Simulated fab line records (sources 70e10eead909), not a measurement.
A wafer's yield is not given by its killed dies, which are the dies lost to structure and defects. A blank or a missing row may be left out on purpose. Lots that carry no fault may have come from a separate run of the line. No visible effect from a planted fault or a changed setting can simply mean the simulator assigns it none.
Which tool is to blame? ; flow nand harc ; 36 wafers from 12 lots sampled at 5 of the route's 1302 steps

== WHAT THE GAUGES READ, wafer by wafer ==
NHARC_END_SORT_01.
lot;measured;on;killed at array;killed at other;killed at periphery;killed dies;killed open;killed short
L327;day 27 10:31;prober-02;674 674 672;0 0 1;3 3 4;677 677 677;3 2 6;2 1 2
L326;day 27 21:34;prober-01;677 676 676;0 0 0;0 1 1;677 677 677;1 3 4;2 1 0
L328;day 27 22:22;prober-02;674 674 673;0 0 0;3 3 4;677 677 677;2 2 3;2 1 2

== WHAT TOOL EACH LOT RAN ON (gives the tool, then ch and the chambers of the sampled wafers, and finally the start) ==
lot;NHARC_A_STAIRCASE_STRIP_175;NHARC_A_STAIRCASE_ETCH_190;NHARC_A_STAIRCASE_TRIM_196;NHARC_A_STAIRCASE_ETCH_203
L321;plasma asher-01 ch 0,1, day 16 11:16;rie diel-13 ch 0,1,2, day 16 13:16;rie diel-13 ch 0,1,2, day 16 14:03;rie diel-13 ch 0,1,2, no start
L327;plasma asher-02 ch 1, day 19 04:14;rie diel-02 ch 0,2, day 19 06:04;rie diel-02 ch 0,1,3, day 19 06:41;rie diel-02 ch 1,3, day 27 10:31 or earlier
L326;plasma asher-02 ch 0,1, day 19 12:54;rie diel-13 ch 0,1,2, day 19 14:47;rie diel-02 ch 0,1, day 19 15:25;rie diel-02 ch 0,1,3, day 27 21:34 or earlier
L328;plasma asher-01 ch 0,1, day 19 19:40;rie diel-02 ch 0,1,3, day 19 21:29;rie diel-13 ch 0,1,2, day 19 22:38;rie diel-13 ch 0,2, day 27 22:22 or earlier
L334;plasma asher-02 ch 0,1, day 21 20:32;rie diel-13 ch 0,1,2, day 21 22:31;rie diel-13 ch 0,2,3, day 21 23:12;rie diel-13 ch 1,2, no start
L335;plasma asher-02 ch 0,1, day 22 21:07;rie diel-04 ch 0,3, day 23 02:28;rie diel-04 ch 0,1,3, day 23 03:05;rie diel-04 ch 0,1,3, no start
L337;plasma asher-01 ch 0,1, day 23 00:28;rie diel-13 ch 0,1,2, day 23 02:29;rie diel-13 ch 1,2,3, day 23 03:07;rie diel-13 ch 0,1,3, no start
L338;plasma asher-02 ch 0,1, day 23 11:55;rie diel-13 ch 0,2, day 23 13:51;rie diel-13 ch 1,2,3, day 23 14:31;rie diel-13 ch 0,1,3, no start
L339;plasma asher-01 ch 0,1, day 24 07:06;rie diel-04 ch 0,1,3, day 24 09:05;rie diel-13 ch 0,1,3, day 24 09:45;rie diel-13 ch 1,3, no start
L341;plasma asher-01 ch 0,1, day 25 00:44;rie diel-13 ch 0,2, day 25 02:37;rie diel-04 ch 0,1, day 25 03:28;rie diel-04 ch 1,2,3, no start
L340;plasma asher-01 ch 0,1, day 25 01:58;rie diel-13 ch 0,2,3, day 25 03:57;rie diel-04 ch 0,3, day 25 04:35;rie diel-04 ch 1,3, no start
L342;plasma asher-01 ch 1, day 25 04:05;rie diel-13 ch 1,2, day 25 06:31;rie diel-13 ch 1,2,3, day 25 07:19;rie diel-13 ch 2,3, no start
- NHARC_A_STAIRCASE_STRIP_175: strips in O2.
- NHARC_A_STAIRCASE_ETCH_190: etches the open film in C4F8/O2, target depth 100 nm, time 40.5 s.
- NHARC_A_STAIRCASE_TRIM_196: chemistry O2, time 211.2 s.
- NHARC_A_STAIRCASE_ETCH_203: etches the open film in C4F8/O2, target depth 100 nm, time 40.5 s.

== AS READ BY THE TOOLS THEMSELVES (means over the sampled wafers that have a number; for cases with no such wafer, the mark the record gives instead) ==
NHARC_A_STAIRCASE_STRIP_175.
lot;tool;drypump motor current A (A);heater power w (W)
L321;plasma asher-01;6.2;305
L327;plasma asher-02;5.2;350
L326;plasma asher-02;5.8;364
L328;plasma asher-01;6.2;299
L334;plasma asher-02;5.8;368
L335;plasma asher-02;5.5;352
L337;plasma asher-01;6.2;303
L338;plasma asher-02;5.8;367
L339;plasma asher-01;5.9;282
L341;plasma asher-01;5.9;282
L340;plasma asher-01;5.9;281
L342;plasma asher-01;6.5;315

NHARC_A_STAIRCASE_ETCH_190.
lot;tool;bias w (W);chamber pressure mTorr (mTorr);oes product au (a.u.);rf vpp V (V)
L321;rie diel-13;1000.7;24.994;0.945;897
L327;rie diel-02;-;-;-;-
L326;rie diel-13;-;-;-;-
L328;rie diel-02;-;-;-;-
L334;rie diel-13;999.5;25.004;0.939;896
L335;rie diel-04;1001.9;24.998;0.960;899
L337;rie diel-13;1002.0;25.009;0.947;896
L338;rie diel-13;1000.0;25.001;0.951;892
L339;rie diel-04;999.5;24.978;0.970;899
L341;rie diel-13;999.3;25.011;0.942;893
L340;rie diel-13;1001.1;25.010;0.929;893
L342;rie diel-13;999.7;25.007;0.940;894

NHARC_A_STAIRCASE_TRIM_196.
lot;tool;drypump motor current A (A);mfc ar sccm (sccm);oes product au (a.u.);rf vpp V (V);showerhead plenum p Torr (Torr);throttle valve pct (%)
L321;rie diel-13;5.6;0.023;1.005;57.9;3.55;17.049
L327;rie diel-02;6.6;0.013;0.995;56.9;3.54;17.033
L326;rie diel-02;6.6;0.004;1.009;56.9;3.62;17.030
L328;rie diel-13;5.6;0.023;1.002;57.7;3.54;17.036
L334;rie diel-13;5.4;0.017;1.014;57.4;3.45;17.039
L335;rie diel-04;5.8;0.022;1.013;57.0;3.62;17.038
L337;rie diel-13;5.8;0.020;0.995;58.0;3.53;17.036
L338;rie diel-13;5.8;0.020;0.995;57.6;3.52;17.034
L339;rie diel-13;5.9;0.022;1.001;58.6;3.57;17.039
L341;rie diel-04;5.9;0.022;1.032;56.9;3.59;17.031
L340;rie diel-04;5.8;0.027;1.017;57.8;3.60;17.035
L342;rie diel-13;5.8;0.020;1.009;58.4;3.52;17.031

NHARC_A_STAIRCASE_ETCH_203.
lot;tool;bias w (W);chamber pressure mTorr (mTorr);oes product au (a.u.);rf vpp V (V)
L321;rie diel-13;1000.4;24.985;0.947;898
L327;rie diel-02;1002.9;24.997;0.952;893
L326;rie diel-02;999.3;24.989;0.952;895
L328;rie diel-13;1001.4;24.995;0.954;891
L334;rie diel-13;1001.4;24.984;0.941;899
L335;rie diel-04;1001.6;24.993;0.962;900
L337;rie diel-13;1000.3;24.991;0.933;897
L338;rie diel-13;1003.6;25.016;0.940;898
L339;rie diel-13;996.8;24.989;0.947;900
L341;rie diel-04;999.4;25.004;0.958;897
L340;rie diel-04;997.8;24.993;0.941;900
L342;rie diel-13;1001.1;25.001;0.942;890

== THE ANSWER, worked out from the rows above alone ==
Rule: the usual values come from the lots themselves. The widest of any qualifying gaps counts: lots, ordered by their means at a reading, are off when they make up no more than a third of the lots, leave a main group of 4 or more, and stand apart from it by 3 or more times the standard deviation of that group's means. Not used: any main group whose means are identical at the precision the tables above print for the reading. Also off: a lot with no number at a reading for which 4 or more lots have one. Any other lot the step has rows for is counted as sound. Order of review: gauges by route order, followed by the tools' own readings, for which a lot's mean as printed above is used. The first step at which some lot is off is used, and at that step the reading that is off furthest; a lot without a number counts as furthest.
Off at NHARC_A_STAIRCASE_ETCH_190 (bias w): L327, L326, L328. Without a number there: L327, L326, L328. The main group has a mean of 1000.4 W with a standard deviation of 0.99.
A tool fits if, at that step or a process step before it, it ran every lot that is off, and no sound lot after the first of them. No candidate that was tried fits.

== WHAT HAD BEEN PUT IN BY THE SIMULATOR ==
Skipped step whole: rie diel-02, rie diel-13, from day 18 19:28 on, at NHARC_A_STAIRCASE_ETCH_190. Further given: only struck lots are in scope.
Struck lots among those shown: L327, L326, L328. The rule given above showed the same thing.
